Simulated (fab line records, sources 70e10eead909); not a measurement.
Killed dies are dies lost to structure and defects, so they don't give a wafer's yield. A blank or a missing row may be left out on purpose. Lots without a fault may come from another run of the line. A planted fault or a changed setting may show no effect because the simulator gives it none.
fab line records | flow nand_harc
record lots=24 wafers=72 last_day=24
route steps=1159 shown P_ZERO_WELL@31 P_CONTACT@232 P_M1@297 A_CHANNEL_HOLE_D1@467
lots that met no fault: from a run of the same line without faults
start_h: hours from the record's first day to the start of the lot's first wafer shown | wait_h: hours since the lot's step before | " the same as in the row above | L1.1+2: a row that stands for several wafers | - no value, or no start given | * or withheld: withheld | < > ~ a bound
route shown NAME@n: a module of which the file shows steps, and the number in the route of the first | usual: mean/standard deviation of fault-free wafers | same: alike in all rows | chamber/n: place in a boat | sites: the reading at each site | _std_site: their standard deviation | _edge_site: outer sites' mean less inner sites' | radius_mm: how far each site lies from the wafer's centre | mask NAME#n: copy n | behind: the tool/chamber that last shaped the wafer | hold: why the lot was held/for how many hours/how that ended | device: the transistor (n, p or np) that didn't switch | end of line: the same wafers' tests at the end of the route | a step without rows: its recipe alone | killed: dies lost to structure and defects at the first sort, not the wafer's yield | map: a wafer's dies, x killed, . not, _ none there
set.NAME: the setting as run; set.NAME@STEP: as run at that earlier step | model.NAME: the simulator's own value behind a step, which no gauge read
steps of the route over a sample of lots; a table a step, a row a wafer
services: from which hour (start_h, from the record's first day; less than 0 if before it) a tool's chamber was out of use, for how many hours, and why
## steps
# step NHARC_P_ZERO_WELL_DESCUM_26
# recipe time_s=3 o2_flow_sccm=200 ar_flow_sccm=0 bias_power_w=0 chemistry=O2
# usual drypump_motor_current_A=5.7/0.38 oes_product_au=1.002/0.0079 rf_vpp_V=57.8/0.92 showerhead_plenum_p_Torr=1.93/0.1 throttle_valve_pct=11.312/0.0084
# columns lot.wafer tool chamber start_h wait_h drypump_motor_current_A oes_product_au rf_hours_counter_h rf_vpp_V showerhead_plenum_p_Torr throttle_valve_pct
L074.1 rie_diel-07 3 14.75 - 5.2 0.991 6 59.6 2.04 11.302
L074.6 " 3 " " 5.2 0.991 - 59.1 2.04 11.296
L074.5 " 0 " " 5.9 0.986 - 58.0 1.84 11.304
L075.4 rie_diel-10 0 20.85 - 5.6 1.007 1 58.3 2.06 11.313
L075.2 " 2 " " 5.5 1.010 1 56.9 2.07 11.315
L075.1 " 3 " " 5.6 1.012 0 59.3 1.87 11.310
L076.4 rie_diel-10 1 26.77 - 6.0 1.011 1 57.1 1.79 11.312
L076.2 " 2 " " 5.5 1.019 1 58.8 2.07 11.309
L076.6 " 1 " " 5.9 1.016 - 57.7 1.79 11.310
L077.1 rie_diel-07 2 32.78 - 5.5 1.001 9 57.3 1.88 11.321
L077.5 " 0 " " 6.0 0.997 - 57.2 1.84 11.303
L077.6 " 1 " " 5.2 0.992 - 57.2 1.85 11.306
L078.1 rie_diel-04 2 38.76 - 6.4 1.010 6 56.8 1.89 11.307
L078.2 " 3 " " 6.4 1.007 6 56.1 1.84 11.308
L078.6 " 3 " " 6.4 1.005 - 57.6 1.84 11.308
L079.2 rie_diel-04 3 44.74 - 6.5 0.991 7 55.6 1.84 11.306
L079.1 " 0 " " 5.8 1.002 7 58.3 2.06 11.318
L079.3 " 1 " " 5.3 0.994 7 57.9 2.01 11.303
L080.2 rie_diel-10 2 50.49 - 5.5 1.006 3 58.6 2.06 11.313
L080.5 " 2 " " 5.5 1.006 - 59.8 2.06 11.300
L080.6 " 3 " " 5.6 1.017 - 59.3 1.87 11.315
L081.1 rie_diel-04 2 56.65 - 6.4 1.007 7 56.5 1.89 11.312
L081.6 " 0 " " 5.7 1.010 - 57.9 2.06 11.314
L081.5 " 1 " " 5.3 1.003 - 57.5 2.01 11.317
L082.3 rie_diel-10 2 62.68 - 5.5 1.010 4 58.4 2.06 11.298
L082.1 " 0 " " 5.7 1.006 4 58.5 2.06 11.304
L082.6 " 1 " " 5.9 1.008 - 57.6 1.79 11.301
L083.4 rie_diel-07 2 68.98 - 5.5 0.991 1 57.8 1.88 11.323
L083.6 " 2 " " 5.5 1.005 - 58.2 1.88 11.329
L083.5 " 3 " " 5.2 0.998 - 58.1 2.04 11.316
L084.1 rie_diel-04 1 74.63 - 5.3 0.986 9 59.1 2.01 11.309
L084.4 " 2 " " 6.4 1.011 8 58.5 1.89 11.315
L084.6 " 0 " " 5.7 1.002 - 57.6 2.06 11.325
L085.2 rie_diel-10 2 80.67 - 5.5 1.009 4 57.5 2.06 11.307
L085.4 " 3 " " 5.6 1.019 7 55.3 1.87 11.325
L085.6 " 0 " " 5.6 0.999 - 60.3 2.06 11.325
L086.2 rie_diel-07 3 86.80 - 5.2 1.001 2 59.0 2.04 11.316
L086.6 " 1 " " 5.2 1.012 - 56.8 1.85 11.294
L086.5 " 2 " " 5.5 0.998 - 57.6 1.88 11.313
L087.1 rie_diel-07 3 92.75 - 5.2 0.992 2 56.3 2.04 11.316
L087.4 " 0 " " 6.0 0.986 2 57.0 1.84 11.314
L087.6 " 3 " " 5.2 0.983 - 58.6 2.04 11.314
L088.3 rie_diel-07 0 98.51 - 6.0 1.003 2 57.2 1.84 11.319
L088.4 " 2 " " 5.5 1.005 2 57.9 1.87 11.323
L088.5 " 1 " " 5.2 0.995 - 58.0 1.85 11.312
L089.4 rie_diel-04 1 104.77 - 5.2 0.992 11 58.1 2.01 11.318
L089.3 " 3 " " 6.5 0.987 11 56.6 1.84 11.297
L089.6 " 2 " " 6.4 0.999 - 57.5 1.89 11.323
L090.1 rie_diel-10 1 110.63 - 5.9 1.007 9 58.0 1.79 11.325
L090.6 " 0 " " 5.6 1.005 - 58.4 2.06 11.311
L090.5 " 1 " " 5.9 1.011 - 57.5 1.79 11.297
L091.3 rie_diel-07 0 116.96 - 5.9 1.001 4 57.1 1.84 11.309
L091.1 " 1 " " 5.2 0.993 4 57.8 1.85 11.313
L091.6 " 0 " " 5.9 0.992 - 56.6 1.84 11.319
L092.1 rie_diel-10 2 122.88 - 5.5 0.991 8 58.1 2.06 11.326
L092.6 " 0 " " 5.6 1.003 - 59.3 2.05 11.322
L092.5 " 1 " " 5.9 1.002 - 58.3 1.79 11.314
L093.4 rie_diel-10 0 128.74 - 5.6 0.996 10 58.3 2.05 11.317
L093.1 " 1 " " 5.9 1.001 11 56.5 1.79 11.313
L093.2 " 3 " " 5.6 1.004 11 57.7 1.87 11.317
L094.2 rie_diel-10 2 135.13 - 5.5 0.999 9 60.0 2.06 11.317
L094.3 " 3 " " 5.6 1.008 11 57.6 1.87 11.301
L094.6 " 1 " " 5.9 1.003 - 57.2 1.79 11.316
L095.1 rie_diel-04 2 140.77 - 6.4 0.996 1 57.3 1.89 11.301
L095.5 " 0 " " 5.7 1.001 - 59.0 2.06 11.324
L095.6 " 1 " " 5.3 0.994 - 58.3 2.01 11.326
L096.4 rie_diel-07 2 146.96 - 5.5 1.006 5 57.6 1.87 11.313
L096.3 " 3 " " 5.2 0.998 5 57.9 2.04 11.304
L096.6 " 0 " " 6.0 0.999 - 57.6 1.84 11.309
L097.3 rie_diel-04 0 152.63 - 5.7 0.995 2 57.5 2.06 11.307
L097.6 " 0 " " 5.7 1.010 - 57.0 2.06 11.309
L097.5 " 1 " " 5.3 0.998 - 58.9 2.01 11.313
# step NHARC_P_CONTACT_CD_MEAS_12
# recipe target_cd_nm=90 landing_energy_ev=500
# usual cd_nm=90.2/0.49
# columns lot.wafer tool chamber start_h wait_h cd_nm
L074.1 cd_sem-03 0 106.89 - 90.2
L074.5 " 0 " " 90.2
L074.6 " 0 " " 90.5
L075.1 cd_sem-01 0 113.86 - 89.8
L075.2 " 0 " " 89.9
L075.4 " 0 " " 89.7
L077.1 cd_sem-02 0 125.43 - 91.0
L077.5 " 0 " " 90.0
L077.6 " 0 " " 91.2
L076.2 cd_sem-03 0 125.96 - 89.2
L076.4 " 0 " " 89.5
L076.6 " 0 " " 89.7
L078.1 cd_sem-01 0 136.08 - 89.9
L078.2 " 0 " " 89.9
L078.6 " 0 " " 89.7
L079.1 cd_sem-02 0 136.63 - 89.6
L079.2 " 0 " " 90.0
L079.3 " 0 " " 89.7
L080.2 cd_sem-03 0 152.85 - 90.6
L080.5 " 0 " " 90.0
L080.6 " 0 " " 90.3
L082.1 cd_sem-01 0 153.23 - 90.8
L082.3 " 0 " " 89.8
L082.6 " 0 " " 90.5
L081.1 cd_sem-03 0 153.95 - 89.7
L081.5 " 0 " " 90.3
L081.6 " 0 " " 89.8
L083.4 cd_sem-02 0 168.48 - 90.0
L083.5 " 0 " " 90.2
L083.6 " 0 " " 90.7
L084.1 cd_sem-01 0 174.29 - 90.9
L084.4 " 0 " " 91.1
L084.6 " 0 " " 90.5
L085.2 cd_sem-02 0 187.18 - 90.5
L085.4 " 0 " " 90.5
L085.6 " 0 " " 90.0
L086.2 cd_sem-01 0 187.69 - 89.6
L086.5 " 0 " " 90.5
L086.6 " 0 " " 90.6
L087.1 cd_sem-01 0 192.33 - 90.4
L087.4 " 0 " " 89.9
L087.6 " 0 " " 89.7
L089.3 cd_sem-03 0 194.34 - 90.6
L089.4 " 0 " " 90.8
L089.6 " 0 " " 90.6
L088.3 cd_sem-03 0 195.35 - 90.7
L088.4 " 0 " " 90.0
L088.5 " 0 " " 90.4
L090.1 cd_sem-02 0 207.26 - 90.1
L090.5 " 0 " " 90.4
L090.6 " 0 " " 90.2
L091.1 cd_sem-02 0 208.92 - 90.7
L091.3 " 0 " " 90.6
L091.6 " 0 " " 91.7
L093.1 cd_sem-03 0 225.83 - 89.8
L093.2 " 0 " " 90.1
L093.4 " 0 " " 90.0
L092.1 cd_sem-03 0 225.98 - 90.0
L092.5 " 0 " " 90.9
L092.6 " 0 " " 90.3
L095.1 cd_sem-02 0 231.19 - 90.1
L095.5 " 0 " " 90.4
L095.6 " 0 " " 89.8
L094.2 cd_sem-02 0 232.58 - 89.5
L094.3 " 0 " " 90.4
L094.6 " 0 " " 89.4
L096.3 cd_sem-03 0 241.02 - 90.0
L096.4 " 0 " " 90.2
L096.6 " 0 " " 90.4
L097.3 cd_sem-03 0 241.46 - 90.7
L097.5 " 0 " " 89.9
L097.6 " 0 " " 90.7
# step NHARC_P_M1_INSPECT_11
# usual raw_defect_count=3.8/2.3
# columns lot.wafer tool chamber start_h wait_h raw_defect_count
L074.1 defect_inspect-01 - 115.24 0.0 2
L074.5 " - " " 4
L074.6 " - " " 2
L075.1 defect_inspect-02 - 125.38 0.0 9
L075.2 " - " " 6
L075.4 " - " " 5
L077.1 defect_inspect-01 - 138.68 0.0 6
L077.5 " - " " 2
L077.6 " - " " 5
L076.2 defect_inspect-02 - 139.15 0.0 3
L076.4 " - " " 1
L076.6 " - " " 3
L078.1 defect_inspect-02 - 148.06 0.0 3
L078.2 " - " " 1
L078.6 " - " " 1
L079.1 defect_inspect-02 - 148.27 0.0 4
L079.2 " - " " 3
L079.3 " - " " 1
L080.2 defect_inspect-01 - 168.89 0.0 5
L080.5 " - " " 3
L080.6 " - " " 4
L082.1 defect_inspect-01 - 169.54 0.0 0
L082.3 " - " " 1
L082.6 " - " " 5
L081.1 defect_inspect-02 - 169.71 0.0 1
L081.5 " - " " 2
L081.6 " - " " 4
L083.4 defect_inspect-01 - 177.78 0.0 0
L083.5 " - " " 3
L083.6 " - " " 3
L084.1 defect_inspect-02 - 187.43 0.0 3
L084.4 " - " " 0
L084.6 " - " " 0
L085.2 defect_inspect-01 - 195.50 0.0 3
L085.4 " - " " 7
L085.6 " - " " 8
L086.2 defect_inspect-01 - 196.24 0.0 2
L086.5 " - " " 3
L086.6 " - " " 2
L087.1 defect_inspect-01 - 208.03 0.0 4
L087.4 " - " " 0
L087.6 " - " " 4
L089.3 defect_inspect-01 - 208.55 0.0 2
L089.4 " - " " 0
L089.6 " - " " 6
L088.3 defect_inspect-01 - 208.70 0.0 3
L088.4 " - " " 2
L088.5 " - " " 0
L090.1 defect_inspect-01 - 215.98 0.0 2
L090.5 " - " " 3
L090.6 " - " " 2
L091.1 defect_inspect-01 - 217.71 0.0 4
L091.3 " - " " 5
L091.6 " - " " 7
L093.1 defect_inspect-01 - 238.26 0.0 9
L093.2 " - " " 4
L093.4 " - " " 6
L092.1 defect_inspect-02 - 238.63 0.0 9
L092.5 " - " " 12
L092.6 " - " " 7
L095.1 defect_inspect-02 - 239.76 0.0 7
L095.5 " - " " 1
L095.6 " - " " 4
L094.2 defect_inspect-02 - 242.71 0.0 6
L094.3 " - " " 1
L094.6 " - " " 4
L096.3 defect_inspect-02 - 249.67 0.0 4
L096.4 " - " " 5
L096.6 " - " " 2
L097.3 defect_inspect-01 - 250.29 0.0 4
L097.5 " - " " 3
L097.6 " - " " 6
# step NHARC_P_M1_ETCH_35
# recipe target_depth_a=400 overetch_a=120 time_s=43.94 ion_energy_ev=200 n2_flow_sccm=150 h2_flow_sccm=150 ar_flow_sccm=0 rf_w=400 bias_w=150 chemistry=N2/H2
# usual drypump_motor_current_A=5.8/0.33 oes_product_au=1.004/0.0069 rf_vpp_V=431/3.3 showerhead_plenum_p_Torr=2.06/0.12 throttle_valve_pct=14.170/0.0086
# columns lot.wafer tool chamber start_h wait_h drypump_motor_current_A oes_product_au rf_hours_counter_h rf_vpp_V showerhead_plenum_p_Torr throttle_valve_pct
L074.1 rie_diel-10 2 115.40 0.1 5.5 0.995 7 433 2.20 14.183
L074.5 " 0 " " 5.6 1.000 - 436 2.19 14.175
L074.6 " 1 " " 5.9 0.994 - 425 1.90 14.181
L075.2 rie_diel-09 0 125.52 0.1 6.1 1.000 3 433 2.18 14.154
L075.1 " 2 " " 5.8 0.999 2 430 2.00 14.173
L075.4 " 3 " " 5.9 0.998 2 435 2.19 14.178
L077.1 rie_diel-09 0 138.83 0.1 6.1 1.008 3 436 2.18 14.169
L077.6 " 0 " " 6.1 0.995 - 434 2.18 14.164
L077.5 " 1 " " 5.8 1.007 - 429 1.93 14.174
L076.4 rie_diel-09 1 139.29 0.1 5.9 1.012 3 428 1.93 14.161
L076.2 " 0 " " 6.1 1.000 3 434 2.18 14.170
L076.6 " 2 " " 5.8 1.021 - 431 2.00 14.167
L078.2 rie_diel-09 3 148.22 0.1 5.8 1.002 4 434 2.19 14.179
L078.1 " 0 " " 6.1 1.012 4 435 2.18 14.173
L078.6 " 2 " " 5.8 1.015 - 429 2.00 14.161
L079.1 rie_diel-10 3 148.44 0.1 5.6 1.007 13 430 1.99 14.176
L079.2 " 0 " " 5.6 1.006 13 435 2.19 14.170
L079.3 " 1 " " 5.9 0.997 13 427 1.90 14.178
L080.2 rie_diel-01 2 169.05 0.1 6.6 1.001 0 430 1.96 14.180
L080.6 " 0 " " 6.1 0.990 - 428 1.91 14.171
L080.5 " 1 " " 5.1 1.000 - 433 2.16 14.174
L082.3 rie_diel-09 3 169.69 0.1 5.8 1.009 5 434 2.19 14.162
L082.1 " 0 " " 6.1 1.010 5 434 2.18 14.171
L082.6 " 3 " " 5.9 1.014 - 435 2.19 14.152
L081.1 rie_diel-01 1 169.86 0.1 5.1 1.006 1 432 2.16 14.173
L081.6 " 3 " " 6.0 1.015 - 433 2.11 14.175
L081.5 " 0 " " 6.1 0.990 - 427 1.91 14.177
L083.4 rie_diel-01 2 177.94 0.1 6.5 0.992 1 428 1.96 14.163
L083.5 " 0 " " 6.1 0.996 - 427 1.91 14.166
L083.6 " 1 " " 5.1 1.003 - 434 2.16 14.162
L084.4 rie_diel-09 0 187.58 0.1 6.1 1.000 5 435 2.18 14.170
L084.1 " 2 " " 5.8 0.997 6 432 2.00 14.170
L084.6 " 1 " " 5.9 0.995 - 427 1.93 14.167
L085.4 rie_diel-10 0 195.65 0.1 5.6 0.998 0 434 2.19 14.179
L085.2 " 2 " " 5.5 1.005 1 435 2.20 14.161
L085.6 " 3 " " 5.6 1.006 - 429 1.98 14.157
L086.2 rie_diel-01 0 196.40 0.1 6.1 0.998 2 428 1.91 14.167
L086.5 " 1 " " 5.1 1.002 - 435 2.16 14.188
L086.6 " 2 " " 6.5 1.000 - 429 1.96 14.167
L087.4 rie_diel-01 2 208.18 0.1 6.6 0.995 2 427 1.96 14.172
L087.1 " 1 " " 5.1 1.008 2 433 2.16 14.161
L087.6 " 2 " " 6.6 1.008 - 429 1.96 14.169
L089.3 rie_diel-10 1 208.69 0.1 6.0 1.005 1 426 1.90 14.177
L089.4 " 0 " " 5.7 1.002 1 433 2.19 14.180
L089.6 " 2 " " 5.5 0.994 - 435 2.20 14.160
L088.3 rie_diel-01 0 208.85 0.1 6.1 0.993 2 427 1.91 14.176
L088.4 " 1 " " 5.1 1.001 2 434 2.16 14.169
L088.5 " 1 " " 5.1 0.999 - 433 2.16 14.179
L090.1 rie_diel-09 1 216.15 0.1 5.9 1.008 7 427 1.93 14.183
L090.6 " 2 " " 5.8 1.014 - 430 2.00 14.176
L090.5 " 3 " " 5.9 1.013 - 434 2.19 14.169
L091.3 rie_diel-10 1 217.87 0.1 5.9 1.007 1 427 1.90 14.184
L091.1 " 2 " " 5.5 1.008 2 435 2.20 14.183
L091.6 " 0 " " 5.7 1.005 - 435 2.19 14.171
L093.1 rie_diel-09 0 238.41 0.1 6.0 1.004 8 434 2.18 14.173
L093.2 " 1 " " 5.9 0.993 8 427 1.93 14.159
L093.4 " 2 " " 5.8 1.013 8 430 2.00 14.171
L092.1 rie_diel-09 1 238.80 0.1 5.9 0.993 8 428 1.93 14.160
L092.5 " 2 " " 5.8 0.994 - 429 2.00 14.175
L092.6 " 3 " " 5.9 0.995 - 436 2.19 14.144
L095.1 rie_diel-01 0 239.91 0.1 6.1 1.003 3 426 1.91 14.171
L095.5 " 0 " " 6.0 1.003 - 427 1.91 14.170
L095.6 " 1 " " 5.1 1.011 - 433 2.16 14.179
L094.3 rie_diel-09 0 242.86 0.1 6.1 1.003 8 434 2.18 14.149
L094.2 " 1 " " 5.8 0.994 8 428 1.93 14.170
L094.6 " 0 " " 6.0 0.995 - 434 2.18 14.171
L096.3 rie_diel-10 0 249.82 0.1 5.6 0.998 4 434 2.19 14.174
L096.4 " 1 " " 5.9 1.003 4 427 1.90 14.162
L096.6 " 3 " " 5.6 1.008 - 430 1.98 14.153
L097.3 rie_diel-10 0 250.45 0.1 5.6 1.007 4 435 2.19 14.167
L097.5 " 1 " " 6.0 1.005 - 427 1.90 14.169
L097.6 " 2 " " 5.5 1.011 - 436 2.20 14.156
# step NHARC_P_M1_PRE_CLEAN_30
# recipe time_s=30 temp_c=280 gas=H2/He
# usual heater_power_w=396/41
# columns lot.wafer tool chamber start_h wait_h heater_power_w
L074.1 pvd_sputter-03 - - - 357
L074.5 " - " " 451
L074.6 " - " " 351
L075.4 pvd_sputter-01 - - - 384
L075.1 " - " " 392
L075.2 " - " " 339
L077.1 pvd_sputter-01 - - - 403
L077.5 " - " " 336
L077.6 " - " " 384
L076.4 pvd_sputter-03 - - - 348
L076.2 " - " " 366
L076.6 " - " " 395
L078.1 pvd_sputter-01 - - - 391
L078.2 " - " " 418
L078.6 " - " " 381
L079.1 pvd_sputter-01 - - - 413
L079.3 " - " " 338
L079.2 " - " " 380
L080.2 pvd_sputter-02 - - - 482
L080.5 " - " " 463
L080.6 " - " " 436
L082.1 pvd_sputter-01 - - - 393
L082.3 " - " " 375
L082.6 " - " " 415
L081.1 pvd_sputter-03 - - - 396
L081.6 " - " " 456
L081.5 " - " " 354
L083.4 pvd_sputter-03 - - - 387
L083.5 " - " " 444
L083.6 " - " " 347
L084.1 pvd_sputter-03 - - - 368
L084.4 " - " " 455
L084.6 " - " " 364
L085.2 pvd_sputter-01 - - - 354
L085.4 " - " " 401
L085.6 " - " " 342
L086.2 pvd_sputter-01 - - - 338
L086.6 " - " " 351
L086.5 " - " " 388
L087.1 pvd_sputter-02 - - - 487
L087.4 " - " " 442
L087.6 " - " " 470
L089.3 pvd_sputter-03 - - - 356
L089.4 " - " " 399
L089.6 " - " " 364
L088.3 pvd_sputter-01 - - - 391
L088.4 " - " " 406
L088.5 " - " " 355
L090.1 pvd_sputter-01 - - - 356
L090.5 " - " " 372
L090.6 " - " " 408
L091.1 pvd_sputter-01 - - - 415
L091.3 " - " " 358
L091.6 " - " " 346
L093.1 pvd_sputter-03 - - - 399
L093.4 " - " " 438
L093.2 " - " " 359
L092.1 pvd_sputter-02 - - - 501
L092.6 " - " " 468
L092.5 " - " " 425
L095.1 pvd_sputter-01 - - - 350
L095.5 " - " " 350
L095.6 " - " " 403
L094.2 pvd_sputter-02 - - - 428
L094.3 " - " " 472
L094.6 " - " " 453
L096.4 pvd_sputter-01 - - - 349
L096.3 " - " " 402
L096.6 " - " " 417
L097.3 pvd_sputter-03 - - - 390
L097.6 " - " " 365
L097.5 " - " " 396
# step NHARC_A_CHANNEL_HOLE_D1_ETCH_39
# recipe target_depth_a=2600 over_etch_frac=0.3 time_s=325 ion_energy_ev=200 n2_flow_sccm=150 h2_flow_sccm=150 ar_flow_sccm=0 rf_w=400 bias_w=150 chemistry=N2/H2
# usual drypump_motor_current_A=5.9/0.32 oes_product_au=1.003/0.0083 rf_vpp_V=431/3.3 showerhead_plenum_p_Torr=2.07/0.11 throttle_valve_pct=14.171/0.0095
# columns lot.wafer tool chamber start_h wait_h drypump_motor_current_A oes_product_au rf_hours_counter_h rf_vpp_V showerhead_plenum_p_Torr throttle_valve_pct
L074.1 rie_diel-09 3 - - 5.9 1.002 4 436 2.19 14.172
L074.6 " 1 " " 5.9 0.998 - 427 1.93 14.184
L074.5 " 2 " " 5.8 1.018 - 429 2.00 14.161
L075.4 rie_diel-04 0 - - 5.7 0.992 4 433 2.20 14.170
L075.1 " 2 " " 6.4 1.000 4 430 2.01 14.153
L075.2 " 3 " " 6.5 1.014 4 427 1.96 14.169
L076.4 rie_diel-09 3 - - 5.8 1.021 5 435 2.19 14.199
L076.2 " 2 " " 5.8 1.018 6 428 2.00 14.178
L076.6 " 3 " " 5.9 1.002 - 435 2.19 14.188
L077.1 rie_diel-04 0 - - 5.7 0.996 5 436 2.20 14.172
L077.6 " 1 " " 5.3 0.991 - 433 2.14 14.166
L077.5 " 2 " " 6.4 0.996 - 430 2.01 14.168
L078.2 rie_diel-04 2 - - 6.4 1.018 5 429 2.01 14.168
L078.1 " 1 " " 5.3 0.998 6 434 2.14 14.181
L078.6 " 1 " " 5.3 1.000 - 434 2.14 14.171
L079.2 rie_diel-09 2 - - 5.8 1.006 6 429 2.00 14.164
L079.3 " 3 " " 5.8 1.006 6 434 2.19 14.162
L079.1 " 0 " " 6.0 1.004 6 434 2.18 14.179
L082.3 rie_diel-10 0 - - 5.6 1.006 2 434 2.19 14.175
L082.1 " 3 " " 5.6 0.996 2 428 1.98 14.178
L082.6 " 0 " " 5.6 0.997 - 434 2.19 14.169
L081.1 rie_diel-04 1 - - 5.3 0.999 8 433 2.14 14.164
L081.6 " 2 " " 6.4 1.007 - 430 2.01 14.171
L081.5 " 3 " " 6.5 1.005 - 429 1.96 14.174
L080.2 rie_diel-10 2 - - 5.5 1.002 2 434 2.20 14.181
L080.5 " 2 " " 5.5 0.999 - 435 2.20 14.159
L080.6 " 3 " " 5.6 0.997 - 430 1.98 14.176
L083.4 rie_diel-04 0 - - 5.7 0.991 8 437 2.20 14.175
L083.5 " 3 " " 6.5 1.009 - 428 1.96 14.177
L083.6 " 0 " " 5.8 0.993 - 435 2.20 14.169
L084.1 rie_diel-04 0 - - 5.7 0.997 9 436 2.20 14.180
L084.4 " 1 " " 5.3 0.998 10 432 2.14 14.166
L084.6 " 1 " " 5.3 0.994 - 433 2.14 14.177
L085.2 rie_diel-09 1 - - 5.8 0.998 8 429 1.93 14.178
L085.4 " 3 " " 5.9 1.006 9 434 2.19 14.177
L085.6 " 2 " " 5.8 1.001 - 428 2.00 14.181
L086.2 rie_diel-04 0 - - 5.7 1.010 10 435 2.20 14.167
L086.6 " 2 " " 6.4 1.009 - 429 2.01 14.160
L086.5 " 3 " " 6.5 1.004 - 428 1.96 14.147
L089.4 rie_diel-09 2 - - 5.8 0.988 0 431 2.00 14.175
L089.3 " 1 " " 5.8 0.998 0 428 1.93 14.167
L089.6 " 3 " " 5.9 1.001 - 435 2.19 14.157
L087.1 rie_diel-10 2 - - 5.5 0.988 6 434 2.20 14.163
L087.4 " 0 " " 5.6 0.987 6 435 2.19 14.171
L087.6 " 1 " " 5.9 0.995 - 426 1.90 14.182
L088.4 rie_diel-09 3 - - 5.9 1.006 1 435 2.19 14.173
L088.3 " 2 " " 5.8 1.006 1 430 2.00 14.176
L088.5 " 3 " " 5.9 1.009 - 435 2.19 14.168
L090.1 rie_diel-04 1 - - 5.3 0.992 12 434 2.14 14.176
L090.6 " 2 " " 6.4 1.002 - 429 2.01 14.170
L090.5 " 3 " " 6.5 0.994 - 428 1.96 14.175
L091.3 rie_diel-09 0 - - 6.1 1.012 1 433 2.18 14.180
L091.1 " 3 " " 5.9 1.006 2 435 2.19 14.186
L091.6 " 1 " " 5.8 1.002 - 427 1.92 14.183
L095.1 rie_diel-09 3 - - 5.9 1.005 3 435 2.19 14.178
L095.6 " 3 " " 5.9 1.012 - 433 2.19 14.173
L095.5 " 0 " " 6.1 1.015 - 435 2.18 14.174
L093.4 rie_diel-10 1 - - 5.9 1.006 7 427 1.90 14.181
L093.1 " 2 " " 5.5 0.988 7 435 2.20 14.172
L093.2 " 0 " " 5.6 0.991 8 435 2.19 14.170
L092.1 rie_diel-09 0 - - 6.1 1.007 3 435 2.18 14.168
L092.5 " 1 " " 5.9 1.006 - 428 1.92 14.156
L092.6 " 2 " " 5.8 1.005 - 431 2.00 14.169
L094.3 rie_diel-09 0 - - 6.1 1.009 4 434 2.18 14.139
L094.2 " 2 " " 5.8 1.005 3 430 2.00 14.166
L094.6 " 0 " " 6.1 1.019 - 434 2.18 14.186
L097.3 rie_diel-10 1 - - 5.9 1.012 8 427 1.90 14.166
L097.5 " 0 " " 5.6 1.002 - 433 2.19 14.173
L097.6 " 1 " " 5.9 1.009 - 427 1.90 14.174
L096.4 rie_diel-09 0 - - 6.1 1.011 5 436 2.18 14.170
L096.3 " 2 " " 5.8 1.015 4 430 2.00 14.152
L096.6 " 1 " " 5.8 1.017 - 427 1.92 14.155
## services
# columns tool chamber start_h hours kind
rie_diel-10 - -0.50 9.0 pm
rie_diel-09 0 12.91 3.0 repair
pvd_sputter-03 - 30.74 2.4 repair
rie_diel-04 1 35.42 5.6 repair
rie_diel-07 - 51.47 9.0 pm
rie_diel-04 - 60.99 0.2 repair
rie_diel-10 2 63.48 14.2 repair
rie_diel-09 - 77.37 9.0 pm
rie_diel-07 - 100.70 0.1 repair
pvd_sputter-03 - 102.00 10.0 pm
rie_diel-04 - 111.90 9.0 pm
rie_diel-07 2 118.57 8.7 repair
rie_diel-04 3 122.99 3.2 repair
pvd_sputter-01 - 158.00 10.0 pm
rie_diel-04 - 168.34 0.5 repair
rie_diel-10 - 176.50 9.0 pm
rie_diel-04 2 224.64 4.7 repair
rie_diel-07 - 228.47 9.0 pm
rie_diel-10 3 237.06 7.2 repair
pvd_sputter-03 - 245.39 2.3 repair
rie_diel-09 - 254.37 9.0 pm
rie_diel-04 - 288.90 9.0 pm
rie_diel-09 3 296.62 6.4 repair
rie_diel-10 1 305.77 3.7 repair
## key
fault none
